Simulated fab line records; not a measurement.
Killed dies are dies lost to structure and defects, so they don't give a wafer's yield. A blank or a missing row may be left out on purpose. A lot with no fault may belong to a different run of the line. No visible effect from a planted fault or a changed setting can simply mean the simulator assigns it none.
fab line records -- flow nand-harc
record: lots: 14, wafers: 42, last-day: 25
route steps=1159 shown P_BONDPAD@380 A_ZERO_WELL@405 A_SOURCE_PLATE@416 END@1159
lots untouched by any fault: they come from a run of this same line in which no faults occurred
start-h: start of the lot's first displayed wafer, in hours after the record's first day -- wait-h: hours since the lot's step before -- " as in the row above -- L1.1+2: a single row standing in for several wafers -- - value missing, or start not given -- * or withheld: withheld -- < > ~ a bound
route shown NAME@n: a module of which the file shows steps, and the number in the route of the first -- usual: mean and standard deviation over wafers with no fault -- same: alike in all rows -- chamber/n: place in a boat -- sites: readings site by site -- _std_site: their standard deviation -- _edge_site: mean of outer sites minus mean of inner sites -- radius-mm: how far each site lies from the wafer's centre -- mask NAME#n: copy n -- behind: tool/chamber where the wafer was last shaped -- hold: cause of the lot's hold/its duration in hours/its outcome -- device: which transistor (n, p or np) failed to switch -- end of line: the same wafers' tests at the end of the route -- for a step that has no rows: nothing shown but its recipe -- killed: not the wafer's yield, but the dies lost to structure and defects at the first sort -- map: per-die view of a wafer (x killed, . not killed, _ where there is no die)
set.NAME: the run value of the setting; set.NAME@STEP: its run value at that earlier step -- model.NAME: the simulator's own value behind a step, which no gauge read
route steps across a sampled set of lots; one table per step, one row per wafer
services: when a tool's chamber went out of use (start-h, in hours from the record's first day, below 0 if earlier), for how many hours, and the reason
== steps ==
step: NHARC_P_BONDPAD_CMP_19
recipe: t-overpolish-s: 30, cu-recess-touch-s: 16, target-thk-nm: 160.81
usual: motor-current-A: 12.1/1.3, overpolish-run-s: 30.001/0.0093
lot.wafer,tool,chamber,start-h,wait-h,motor-current-A,overpolish-run-s
L162.4,cmp-03,3,130.09,-,11.6,29.998
L162.1,cmp-03,1,130.09,-,14.0,30.010
L162.5,cmp-03,3,130.09,-,12.3,30.006
L165.2,cmp-03,2,146.61,-,14.1,30.000
L165.4,cmp-03,0,146.61,-,14.3,30.005
L165.5,cmp-03,2,146.61,-,13.0,29.999
L166.3,cmp-03,1,148.80,-,12.9,29.982
L166.1,cmp-03,3,148.80,-,11.4,29.994
L166.4,cmp-03,0,148.80,-,14.8,30.005
L168.2,cmp-04,1,160.54,-,10.7,30.012
L168.6,cmp-04,2,160.54,-,12.9,30.000
L168.5,cmp-04,3,160.54,-,14.2,29.996
L167.3,cmp-01,3,160.71,-,10.5,29.997
L167.2,cmp-01,1,160.71,-,11.3,30.003
L167.6,cmp-01,3,160.71,-,10.8,30.003
L169.4,cmp-04,0,174.40,-,10.1,30.003
L169.1,cmp-04,2,174.40,-,13.1,30.019
L169.6,cmp-04,0,174.40,-,10.6,30.000
L170.2,cmp-01,1,183.56,-,11.5,29.995
L170.3,cmp-01,2,183.56,-,12.3,30.002
L170.5,cmp-01,0,183.56,-,11.8,29.995
L172.1,cmp-01,0,195.22,-,11.8,30.013
L172.2,cmp-01,2,195.22,-,12.7,29.996
L172.6,cmp-01,0,195.22,-,12.5,30.012
L173.1,cmp-04,2,196.79,-,13.2,29.998
L173.3,cmp-04,3,196.79,-,13.6,30.008
L173.6,cmp-04,2,196.79,-,14.0,29.997
L174.4,cmp-01,1,215.35,-,11.5,30.016
L174.1,cmp-01,2,215.35,-,12.2,30.001
L174.6,cmp-01,0,215.35,-,12.3,30.000
L175.3,cmp-04,3,215.95,-,13.2,30.002
L175.4,cmp-04,0,215.95,-,10.7,29.998
L175.5,cmp-04,2,215.95,-,13.5,30.008
L182.3,cmp-04,3,254.70,-,13.6,30.008
L182.1,cmp-04,0,254.70,-,10.1,30.013
L182.5,cmp-04,3,254.70,-,13.4,29.987
L183.1,cmp-01,0,258.87,-,11.7,30.017
L183.3,cmp-01,1,258.87,-,11.3,30.010
L183.2,cmp-01,2,258.87,-,12.0,29.998
L185.3,cmp-04,1,267.81,-,10.5,29.990
L185.2,cmp-04,3,267.81,-,13.6,29.987
L185.5,cmp-04,0,267.81,-,10.4,29.995
step: NHARC_A_ZERO_WELL_ETCH_13
recipe: target-depth-a: 1200, time-s: 40.1, hbr-flow-sccm: 150, cl2-flow-sccm: 50, rf-w: 400, icp-w: 400, bias-w: 100, chemistry: HBr/Cl2
usual: drypump-motor-current-A: 5.5/0.46, oes-product-au: 1.002/0.01, throttle-valve-pct: 26.406/0.0092
lot.wafer,tool,chamber,start-h,wait-h,drypump-motor-current-A,oes-product-au,rf-hours-counter-h,throttle-valve-pct
L162.4,rie-si-06,2,132.67,-,4.8,0.993,0.8,26.405
L162.1,rie-si-06,3,132.67,-,6.2,0.995,0.8,26.421
L162.5,rie-si-06,3,132.67,-,6.2,1.001,-,26.415
L165.4,rie-si-03,1,148.87,-,5.7,0.996,0.9,26.383
L165.2,rie-si-03,2,148.87,-,5.8,1.008,1.2,26.406
L165.5,rie-si-03,0,148.87,-,6.3,0.995,-,26.405
L166.1,rie-si-06,1,150.88,-,5.5,0.996,0.8,26.415
L166.3,rie-si-06,3,150.88,-,6.2,1.003,0.9,26.413
L166.4,rie-si-06,2,150.88,-,4.7,0.997,-,26.406
L168.2,rie-si-01,3,162.68,-,5.7,1.001,0.2,26.410
L168.5,rie-si-01,3,162.68,-,5.7,1.005,-,26.420
L168.6,rie-si-01,0,162.68,-,5.3,1.000,-,26.400
L167.2,rie-si-06,0,162.87,-,5.6,0.993,0.9,26.382
L167.3,rie-si-06,3,162.87,-,6.2,0.998,1.1,26.397
L167.6,rie-si-06,1,162.87,-,5.5,0.985,-,26.402
L169.4,rie-si-06,1,176.64,-,5.6,0.988,1.2,26.397
L169.1,rie-si-06,3,176.64,-,6.2,1.002,1.2,26.400
L169.6,rie-si-06,0,176.64,-,5.5,0.991,-,26.393
L170.2,rie-si-01,0,185.77,-,5.3,1.013,0.4,26.400
L170.3,rie-si-01,2,185.77,-,5.8,1.014,0.4,26.388
L170.5,rie-si-01,0,185.77,-,5.3,1.011,-,26.398
L172.2,rie-si-01,1,197.31,-,5.2,0.727,0.4,26.387
L172.1,rie-si-01,3,197.31,-,5.7,1.008,0.5,26.426
L172.6,rie-si-01,0,197.31,-,5.3,1.000,-,26.404
L173.3,rie-si-06,1,198.95,-,5.5,0.989,0.0,26.404
L173.1,rie-si-06,3,198.95,-,6.2,0.995,0.0,26.402
L173.6,rie-si-06,2,198.95,-,4.8,0.983,-,26.390
L174.4,rie-si-06,1,217.53,-,5.6,0.990,0.1,26.413
L174.1,rie-si-06,3,217.53,-,6.2,1.027,0.1,26.411
L174.6,rie-si-06,0,217.53,-,5.5,1.007,-,26.409
L175.4,rie-si-01,3,218.11,-,5.7,1.002,0.6,26.405
L175.3,rie-si-01,2,218.11,-,5.8,0.736,0.6,26.424
L175.5,rie-si-01,0,218.11,-,5.3,1.003,-,26.398
L182.1,rie-si-06,0,257.03,-,5.6,1.003,0.3,26.403
L182.3,rie-si-06,1,257.03,-,5.6,0.984,0.4,26.423
L182.5,rie-si-06,2,257.03,-,4.8,0.996,-,26.403
L183.2,rie-si-06,0,261.04,-,5.5,1.004,0.4,26.404
L183.3,rie-si-06,1,261.04,-,5.6,0.994,0.4,26.407
L183.1,rie-si-06,2,261.04,-,4.8,0.984,0.4,26.411
L185.2,rie-si-01,1,270.01,-,5.2,1.025,0.8,26.408
L185.3,rie-si-01,3,270.01,-,5.7,1.012,0.9,26.405
L185.5,rie-si-01,0,270.01,-,5.3,1.007,-,26.406
step: NHARC_A_ZERO_WELL_INSPECT_17
usual: raw-defect-count: 10/6
lot.wafer,tool,chamber,start-h,wait-h,raw-defect-count
L162.1,defect-inspect-02,-,133.79,0.2,11
L162.4,defect-inspect-02,-,133.79,0.2,10
L162.5,defect-inspect-02,-,133.79,0.2,4
L165.2,defect-inspect-02,-,149.94,0.1,5
L165.4,defect-inspect-02,-,149.94,0.1,8
L165.5,defect-inspect-02,-,149.94,0.1,3
L166.1,defect-inspect-02,-,152.24,0.2,7
L166.3,defect-inspect-02,-,152.24,0.2,12
L166.4,defect-inspect-02,-,152.24,0.2,5
L168.2,defect-inspect-02,-,163.78,0.1,19
L168.5,defect-inspect-02,-,163.78,0.1,16
L168.6,defect-inspect-02,-,163.78,0.1,15
L167.2,defect-inspect-02,-,163.97,0.1,6
L167.3,defect-inspect-02,-,163.97,0.1,11
L167.6,defect-inspect-02,-,163.97,0.1,12
L169.1,defect-inspect-01,-,177.73,0.2,10
L169.4,defect-inspect-01,-,177.73,0.2,2
L169.6,defect-inspect-01,-,177.73,0.2,4
L170.2,defect-inspect-02,-,186.85,0.1,16
L170.3,defect-inspect-02,-,186.85,0.1,13
L170.5,defect-inspect-02,-,186.85,0.1,8
L172.1,defect-inspect-02,-,198.43,0.2,35
L172.2,defect-inspect-02,-,198.43,0.2,14
L172.6,defect-inspect-02,-,198.43,0.2,16
L173.1,defect-inspect-01,-,200.09,0.2,21
L173.3,defect-inspect-01,-,200.09,0.2,6
L173.6,defect-inspect-01,-,200.09,0.2,11
L174.1,defect-inspect-01,-,218.62,0.2,6
L174.4,defect-inspect-01,-,218.62,0.2,14
L174.6,defect-inspect-01,-,218.62,0.2,17
L175.3,defect-inspect-01,-,219.42,0.1,5
L175.4,defect-inspect-01,-,219.42,0.1,7
L175.5,defect-inspect-01,-,219.42,0.1,15
L182.1,defect-inspect-01,-,258.30,0.2,9
L182.3,defect-inspect-01,-,258.30,0.2,10
L182.5,defect-inspect-01,-,258.30,0.2,11
L183.1,defect-inspect-02,-,262.31,0.2,9
L183.2,defect-inspect-02,-,262.31,0.2,12
L183.3,defect-inspect-02,-,262.31,0.2,9
L185.2,defect-inspect-02,-,271.10,0.1,9
L185.3,defect-inspect-02,-,271.10,0.1,14
L185.5,defect-inspect-02,-,271.10,0.1,4
step: NHARC_A_SOURCE_PLATE_THK_MEAS_09
recipe: thk-meas-gauge: ellipsometry
usual: thk-nm: 9.9/0.98
lot.wafer,tool,chamber,start-h,wait-h,thk-nm
L162.1,film-metro-02,-,141.11,0.4,9.2
L162.4,film-metro-02,-,141.11,0.4,10.3
L162.5,film-metro-02,-,141.11,0.4,8.1
L166.1,film-metro-02,-,158.39,0.4,10.9
L166.3,film-metro-02,-,158.39,0.4,9.4
L166.4,film-metro-02,-,158.39,0.4,9.2
L165.2,film-metro-01,-,158.39,0.4,12.0
L165.4,film-metro-01,-,158.39,0.4,7.9
L165.5,film-metro-01,-,158.39,0.4,10.2
L168.2,film-metro-02,-,171.19,0.4,11.2
L168.5,film-metro-02,-,171.19,0.4,10.0
L168.6,film-metro-02,-,171.19,0.4,10.8
L167.2,film-metro-01,-,171.19,0.4,10.7
L167.3,film-metro-01,-,171.19,0.4,9.0
L167.6,film-metro-01,-,171.19,0.4,11.9
L169.1,film-metro-02,-,188.08,0.4,9.7
L169.4,film-metro-02,-,188.08,0.4,9.8
L169.6,film-metro-02,-,188.08,0.4,9.7
L170.2,film-metro-01,-,194.28,0.4,8.9
L170.3,film-metro-01,-,194.28,0.4,10.0
L170.5,film-metro-01,-,194.28,0.4,9.5
L173.1,film-metro-01,-,205.82,0.4,11.2
L173.3,film-metro-01,-,205.82,0.4,9.7
L173.6,film-metro-01,-,205.82,0.4,9.8
L172.1,film-metro-02,-,205.83,0.4,9.7
L172.2,film-metro-02,-,205.83,0.4,10.7
L172.6,film-metro-02,-,205.83,0.4,9.3
L174.1,film-metro-02,-,226.16,0.4,9.1
L174.4,film-metro-02,-,226.16,0.4,9.5
L174.6,film-metro-02,-,226.16,0.4,9.5
L175.3,film-metro-01,-,226.16,0.4,10.8
L175.4,film-metro-01,-,226.16,0.4,8.1
L175.5,film-metro-01,-,226.16,0.4,11.4
L182.1,film-metro-02,-,264.98,0.4,10.6
L182.3,film-metro-02,-,264.98,0.4,9.4
L182.5,film-metro-02,-,264.98,0.4,8.7
L183.1,film-metro-01,-,272.27,0.4,7.7
L183.2,film-metro-01,-,272.27,0.4,10.5
L183.3,film-metro-01,-,272.27,0.4,10.5
L185.2,film-metro-02,-,281.17,0.4,10.5
L185.3,film-metro-02,-,281.17,0.4,8.2
L185.5,film-metro-02,-,281.17,0.4,8.4
step: NHARC_END_SORT_01
recipe: temp-c: 25
usual: killed-at-array: 26/9, killed-at-other: 0.8/1.2, killed-at-periphery: 3.2/2.3, killed-dies: 30/9.1, killed-open: 3.5/2, killed-short: 1.8/1.4
same: gross-dies: 677
lot.wafer,tool,chamber,start-h,wait-h,killed-at-array,killed-at-other,killed-at-periphery,killed-dies,killed-open,killed-short
L162.1,prober-01,0,444.51,2.4,26,0,6,32,7,4
L162.4,prober-01,0,446.94,3.4,23,2,4,29,11,2
L162.5,prober-01,0,447.75,3.7,25,3,3,31,7,2
L172.1,prober-01,0,491.29,2.5,24,1,2,27,1,2
L172.2,prober-01,0,492.09,2.8,17,4,6,27,6,2
L172.6,prober-01,0,495.32,4.0,22,1,2,25,3,2
L173.1,prober-02,0,491.37,2.5,39,1,1,41,4,0
L173.3,prober-02,0,492.97,3.1,25,0,2,27,3,2
L173.6,prober-02,0,495.38,4.0,22,0,0,22,2,1
L174.1,prober-02,0,514.07,2.5,22,1,4,27,3,4
L174.4,prober-02,0,516.50,3.4,21,0,2,23,2,0
L174.6,prober-02,0,518.12,4.0,20,0,3,23,3,2
L175.3,prober-01,0,515.66,3.1,35,0,1,36,3,1
L175.4,prober-01,0,516.46,3.4,43,0,1,44,2,2
L175.5,prober-01,0,517.26,3.7,40,0,0,40,2,1
L183.1,prober-02,0,575.75,2.5,35,1,2,38,2,1
L183.2,prober-02,0,576.56,2.8,24,0,2,26,3,0
L183.3,prober-02,0,577.37,3.1,34,0,1,35,3,1
killed by level:class
L162.1 P_GATE:chamber-film-flake=3 A_SGD_CUT:chamber-film-flake=3 A_SLIT:chamber-film-flake=3 A_SLIT:unspecified=3 A_CHANNEL_HOLE_D1:geometric-particle:open=2 A_CHANNEL_HOLE_D1:chamber-film-flake=2 A_STAIRCASE:chamber-film-flake=2 P_CONTACT:geometric-particle:open=1
L162.4 A_CONTACT:geometric-particle:open=3 A_SLIT:unspecified=3 A_CHANNEL_HOLE_D1:geometric-particle:open=2 A_CHANNEL_HOLE_D1:chamber-film-flake=2 A_SLIT:chamber-film-flake=2 P_GATE:geometric-particle:open=1 A_ONON_D1:geometric-particle:open=1 A_ONON_D1:geometric-particle:short=1
L162.5 A_SGD_CUT:chamber-film-flake=5 A_SLIT:chamber-film-flake=5 A_CHANNEL_HOLE_D1:chamber-film-flake=3 A_CHANNEL_HOLE_D1:geometric-particle:open=2 P_GATE:chamber-film-flake=2 THIN_TSV:chamber-film-flake=2 P_GATE:geometric-particle:short=1 A_CHANNEL_HOLE_D1:geometric-particle:short=1
L172.1 A_SLIT:chamber-film-flake=14 A_STAIRCASE:chamber-film-flake=4 A_CONTACT:chamber-film-flake=2 P_M0:geometric-particle:open=1 P_M1:geometric-particle:short=1 A_ONON_D1:geometric-particle:short=1 A_ZERO_WELL:chamber-film-flake=1 A_CHANNEL_HOLE_D1:chamber-film-flake=1
L173.1 A_CHANNEL_HOLE_D1:chamber-film-flake=22 A_CONTACT:chamber-film-flake=5 A_STAIRCASE:chamber-film-flake=4 A_WL_FILL:chamber-film-flake=3 A_CONTACT:geometric-particle:open=2 A_SOURCE_PLATE:geometric-particle:open=1 A_WL_FILL:geometric-particle:open=1 P_ZERO_WELL:chamber-film-flake=1
L172.2 A_SLIT:chamber-film-flake=8 THIN_TSV:chamber-film-flake=4 A_CONTACT:chamber-film-flake=3 P_CONTACT:geometric-particle:short=2 P_M0:geometric-particle:open=2 A_STAIRCASE:chamber-film-flake=2 P_CONTACT:geometric-particle:open=1 P_M2:geometric-particle:open=1
L173.3 A_CHANNEL_HOLE_D1:chamber-film-flake=13 A_CONTACT:chamber-film-flake=4 A_CHANNEL_FILL_D1:chamber-film-flake=2 P_M0:geometric-particle:open=1 P_M1:geometric-particle:open=1 A_ONON_D1:geometric-particle:open=1 A_CHANNEL_FILL_D1:geometric-particle:short=1 A_WL_FILL:geometric-particle:short=1
L172.6 A_SLIT:chamber-film-flake=9 A_STAIRCASE:chamber-film-flake=3 P_CONTACT:geometric-particle:open=2 A_CONTACT:chamber-film-flake=2 A_CHANNEL_HOLE_D1:chamber-film-flake=2 A_WL_FILL:chamber-film-flake=2 A_CONTACT:geometric-particle:open=1 A_CONTACT:geometric-particle:short=1
L173.6 A_CHANNEL_HOLE_D1:chamber-film-flake=12 A_CONTACT:chamber-film-flake=5 A_M0:geometric-particle:open=2 A_WL_FILL:geometric-particle:short=1 A_ZERO_WELL:chamber-film-flake=1 A_WL_FILL:chamber-film-flake=1
L174.1 A_SLIT:chamber-film-flake=9 A_CHANNEL_HOLE_D1:chamber-film-flake=4 A_CONTACT:chamber-film-flake=3 A_WL_FILL:geometric-particle:short=2 P_M1:chamber-film-flake=2 P_M0:geometric-particle:short=1 A_CHANNEL_FILL_D1:geometric-particle:short=1 A_WL_FILL:geometric-particle:open=1
L175.3 A_CHANNEL_HOLE_D1:chamber-film-flake=13 A_SLIT:chamber-film-flake=12 A_CONTACT:chamber-film-flake=5 P_CONTACT:geometric-particle:open=1 A_ONON_D1:geometric-particle:short=1 A_ONON_D1:geometric-particle:open=1 A_CONTACT:geometric-particle:open=1 A_CHANNEL_FILL_D1:chamber-film-flake=1
L175.4 A_CHANNEL_HOLE_D1:chamber-film-flake=18 A_SLIT:chamber-film-flake=14 A_CONTACT:chamber-film-flake=5 P_CONTACT:geometric-particle:open=1 A_CHANNEL_FILL_D1:geometric-particle:short=1 A_CONTACT:geometric-particle:short=1 A_BLC:geometric-particle:open=1 A_CHANNEL_FILL_D1:chamber-film-flake=1
L174.4 A_SLIT:chamber-film-flake=13 A_CHANNEL_HOLE_D1:chamber-film-flake=3 A_STAIRCASE:chamber-film-flake=2 P_M1:geometric-particle:open=1 A_CHANNEL_HOLE_D1:geometric-particle:open=1 P_ZERO_WELL:chamber-film-flake=1 A_WL_FILL:chamber-film-flake=1 A_CONTACT:chamber-film-flake=1
L175.5 A_CHANNEL_HOLE_D1:chamber-film-flake=15 A_SLIT:chamber-film-flake=13 A_CONTACT:chamber-film-flake=4 A_CHANNEL_FILL_D1:chamber-film-flake=3 A_STAIRCASE:chamber-film-flake=2 A_ONON_D1:geometric-particle:short=1 A_CONTACT:geometric-particle:open=1 A_M0:geometric-particle:open=1
L174.6 A_SLIT:chamber-film-flake=8 A_CHANNEL_HOLE_D1:chamber-film-flake=4 A_CONTACT:chamber-film-flake=4 P_CONTACT:geometric-particle:open=1 P_M2:geometric-particle:short=1 A_ONON_D1:geometric-particle:short=1 A_CHANNEL_FILL_D1:geometric-particle:open=1 A_BLC:geometric-particle:open=1
L183.1 A_SLIT:chamber-film-flake=17 A_CONTACT:chamber-film-flake=7 A_CHANNEL_HOLE_D1:chamber-film-flake=6 A_SLIT:geometric-particle:open=1 A_CONTACT:geometric-particle:open=1 A_CONTACT:geometric-particle:short=1 P_ZERO_WELL:chamber-film-flake=1 P_GATE:chamber-film-flake=1
L183.2 A_SLIT:chamber-film-flake=11 A_CONTACT:chamber-film-flake=6 A_CHANNEL_HOLE_D1:chamber-film-flake=4 P_CONTACT:geometric-particle:open=2 A_STAIRCASE:chamber-film-flake=2 A_M0:geometric-particle:open=1
L183.3 A_SLIT:chamber-film-flake=11 A_CHANNEL_HOLE_D1:chamber-film-flake=9 A_CONTACT:chamber-film-flake=7 A_STAIRCASE:chamber-film-flake=4 P_M0:geometric-particle:open=1 A_SGD_CUT:geometric-particle:open=1 A_CONTACT:geometric-particle:open=1 A_BLC:geometric-particle:short=1
== services ==
tool,chamber,start-h,hours,kind
cmp-04,-,106.22,4.0,pm
cmp-03,-,109.93,0.5,repair
cmp-03,-,114.73,1.0,repair
cmp-03,-,116.85,0.2,repair
cmp-03,-,118.13,2.9,repair
cmp-01,-,119.63,1.4,repair
rie-si-03,-,126.60,0.5,repair
rie-si-01,-,127.00,9.0,pm
cmp-03,-,130.44,1.3,repair
rie-si-01,3,140.92,3.9,repair
rie-si-06,0,144.89,10.0,repair
rie-si-03,-,155.00,9.0,pm
cmp-03,-,156.00,4.0,pm
cmp-01,-,157.01,2.3,repair
cmp-03,-,166.17,2.2,repair
rie-si-01,1,166.80,6.3,repair
cmp-01,-,179.50,4.0,pm
rie-si-06,-,183.00,9.0,pm
cmp-01,-,183.73,2.0,repair
cmp-03,-,185.71,1.2,repair
cmp-04,-,204.22,4.0,pm
cmp-03,-,204.97,0.7,repair
cmp-03,-,227.82,1.3,repair
cmp-03,-,253.45,1.7,repair
== key ==
first-sign: step: NHARC_A_ZERO_WELL_ETCH_13, reading: oes-product-au, direction: down, sigmas: 26, usual: 1.002, struck: 0.731
effect none on later readings
met-at NHARC_A_ZERO_WELL_ETCH_13
struck-lots L172,L175
struck-wafers L172.2,L175.3
tester-left-out L172,L175
not-acting-at NHARC_P_BONDPAD_CMP_19,NHARC_A_ZERO_WELL_INSPECT_17,NHARC_A_SOURCE_PLATE_THK_MEAS_09
onset-between 185.77 197.31
fault: kind: process-parameter-drift, tool: rie-si-01, chamber: -, onset-h: 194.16, steps: NHARC_A_ZERO_WELL_ETCH_13, channel: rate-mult, offset: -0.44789, shape: step, end-h: 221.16, scope: struck-wafers-only
tester-left-out: of these lots the tester's yield and bins aren't shown, on N5 and GAA mostly nor the transistor test; their killed dies are dies lost to structure and defects alone, not to doping, threshold or leakage, so they don't give the yield
